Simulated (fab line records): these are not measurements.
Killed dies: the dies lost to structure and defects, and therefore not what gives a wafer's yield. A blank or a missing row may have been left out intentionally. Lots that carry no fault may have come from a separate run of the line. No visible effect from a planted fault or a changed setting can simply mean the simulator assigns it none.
Struck lot and sound lot, side by side | flow n5Finfet | 17 out of 1938 route steps
Sound: the wafers L154.2, L154.3, L154.6. Struck: wafers L165.1, L165.5 (left out: L165.2, a lot-mate that was not struck); the cause follows at the end.
Per side, at each step with rows, come the tool, then ch with its chambers, and then its first start. Under that, the readings that differ: sound wafers | struck wafers | difference of the means | sigmas: that difference in standard deviations of wafers without a fault.
alike: a reading whose means differ by less than 2 such deviations, as well as words and numbers matching on both sides. not compared: withheld readings; readings where some wafer has no value; bounds like >300 that might hide an equal value; numbers whose values overlap and for which the record gives no deviation.
The two part at a step that has a row with sigmas, a row that says differs or no value, or rows on one side only. Numbers that have no deviation but don't overlap get no sigmas and don't part them. A reading missing from all wafers of one side parts the sides only when that side holds two or more wafers.

first, 8 steps without rows for these wafers: N5_BEOL_M12_COAT_58 (time 60 s, resist thk 89 nm); N5_BEOL_M12_COAT_04 (resist thk 400 nm); N5_BEOL_M12_EBR_06; N5_BEOL_M12_SOFTBAKE_05 (time 60 s); N5_BEOL_M12_EXPOSE_07 (exposes mask V11); N5_BEOL_M12_PEB_08 (peb time 90 s); N5_BEOL_M12_DEVELOP_09 (develop time 45 s); N5_BEOL_M12_HARDBAKE_14 (time 120 s).
N5_BEOL_M12_CD_MEAS_10 targets a cd of 140 nm.
  sound on cdSem-01 ch 0, day 13 08:32; struck on cdSem-03 ch 0, day 15 11:40
  alike: cdNm
N5_BEOL_M12_OVL_MEAS_11:
  sound on overlay-01 ch 0, day 13 08:34; struck on overlay-02 ch 0, day 15 11:43
  alike: V11_OVL
N5_BEOL_M12_INSPECT_12: inspects for defects (macro).
  struck on defectInspect-01, day 15 11:44; sound on defectInspect-01, day 13 08:35
  alike: rawDefectCount
N5_BEOL_M12_DESCUM_15: chemistry O2, time 7.9 s.
  sound on rieDiel-01 ch 2,3, day 13 08:39; struck on rieDiel-06 ch 0,3, day 15 11:52
  alike: drypumpMotorCurrentA, oesProductAu, rfVppV, showerheadPlenumPTorr, throttleValvePct
  not compared: rfHoursCounterH
N5_BEOL_M12_ETCH_59: etches BARC in N2/H2, target depth 89 nm, overetch 26.7 nm, time 67.9 s.
  sound on rieDiel-01 ch 2,3, day 13 08:41; struck on rieDiel-06 ch 0,3, day 15 11:53
reading                                   | sound             | struck      | difference | sigmas
model.coat_of_BEOL_M12_COAT_04.thkNm (nm) | 317.6 316.6 316.6 | 289.2 296.2 | -24.2      | 
  alike: drypumpMotorCurrentA, oesProductAu, rfVppV, showerheadPlenumPTorr, throttleValvePct
  not compared: rfHoursCounterH
N5_BEOL_M12_VIA_ETCH_16: etches SiOC in C4F8/O2/Ar, target depth 724.8 nm.
  sound on rieDiel-01 ch 2,3, day 13 08:44; struck on rieDiel-06 ch 0,3, day 15 11:56
reading                                   | sound             | struck    | difference | sigmas
model.coat_of_BEOL_M12_COAT_04.thkNm (nm) | 125.2 124.6 120.4 | 94.6 97.2 | -27.5      | 
  alike: drypumpMotorCurrentA, heOuterTorr, oesProductAu, rfVppV, showerheadPlenumPTorr, throttleValvePct
N5_BEOL_M12_STRIP_63: strips in N2/H2.
  sound on plasmaAsher-02 ch 0,1, day 13 08:56; struck on plasmaAsher-01 ch 0, day 15 12:19
reading                  | sound          | struck    | difference | sigmas
heaterPowerW (W)         | 302 306 296    | 387 391   | +88        | +2
stripTimeToEndpointS (s) | 43.1 42.9 41.8 | 34.7 35.5 | -7.5       | -8
  alike: drypumpMotorCurrentA, oesProductAu
  not compared: rfHoursCounterH
N5_BEOL_M12_STRIP_64: strips in N2/H2.
  sound on plasmaAsher-02 ch 0,1, day 13 09:00; struck on plasmaAsher-01 ch 0, day 15 12:22
reading          | sound       | struck  | difference | sigmas
heaterPowerW (W) | 302 295 294 | 396 390 | +96        | +2
  alike: drypumpMotorCurrentA, oesProductAu, stripTimeToEndpointS
  not compared: rfHoursCounterH
N5_PASSIVATION_PROBE_49:
  struck on prober-01, day 17 02:52; sound on prober-01, day 14 19:22
  alike: defectLimitedYield, killed_at_M0_to_M3, killed_at_M4_up, killedAtContacts, killedAtFrontEnd, killedAtOther, killedDies, killedOpen, killedShort, sort_bin_5_function, sort_bin_6_memory, sortNPass, sortYieldPct

## WHERE THEY PART
At N5_BEOL_M12_STRIP_63 first; at N5_BEOL_M12_STRIP_64 last (within this record only). Later steps at which nothing parts them and some readings are alike: N5_PASSIVATION_PROBE_49.

WHY: what had been put in by the simulator
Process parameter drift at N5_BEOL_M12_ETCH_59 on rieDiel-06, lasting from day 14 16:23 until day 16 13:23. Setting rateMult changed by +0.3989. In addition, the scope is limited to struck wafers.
